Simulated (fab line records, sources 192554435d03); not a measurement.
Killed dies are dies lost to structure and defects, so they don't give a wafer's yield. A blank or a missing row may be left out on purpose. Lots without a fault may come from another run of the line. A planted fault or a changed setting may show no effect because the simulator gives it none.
Chamber matching | flow n5_finfet | N5_BEOL_M0_ETCH_138 on rie_diel-03: 4 sister chambers
The step etches SiCN in CH3F/O2, target depth 12 nm, time 31.6 s. 4 wafers are shown with their chamber, then 8 later ones without.

WAFERS WITH THEIR CHAMBER
wafer  | chamber | drypump_motor_current_A (A)
L082.2 | 0       | 5.4
L082.3 | 3       | 5.3
L090.4 | 2       | 5.7
L091.1 | 1       | 5.6

WAFERS WITHOUT THEIR CHAMBER
wafer  | drypump_motor_current_A (A)
L091.2 | 5.4
L091.4 | 5.7
L093.1 | 5.4
L093.2 | 5.5
L093.4 | 5.7
L094.3 | 5.6
L094.5 | 5.7
L094.6 | 5.6

WHICH CHAMBER EACH WENT THROUGH
wafer  | from the rows above     | in truth
L091.2 | 0                       | 0
L091.4 | 2                       | 2
L093.1 | 0                       | 0
L093.2 | can't be placed: 0 or 1 | 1
L093.4 | 2                       | 2
L094.3 | 1                       | 1
L094.5 | 2                       | 2
L094.6 | 1                       | 1
Placed correctly: 7 of 8. Can't be placed from these rows: 1 (the true chamber is among the candidates in 1). Placed wrongly: 0.
How it was worked out, from the rows above alone: a wafer's distance from a chamber is the root of the sum, over the readings, of the square of ((its reading less the chamber's mean) divided by the reading's scatter). The wafer belongs to the nearest chamber; if the next one is less than 2 further off, it can't be placed. A chamber's mean is the mean of its shown wafers. The scatter: with one shown wafer a chamber, the root of the mean of the squares of how far each hidden wafer lies from its nearest shown one.
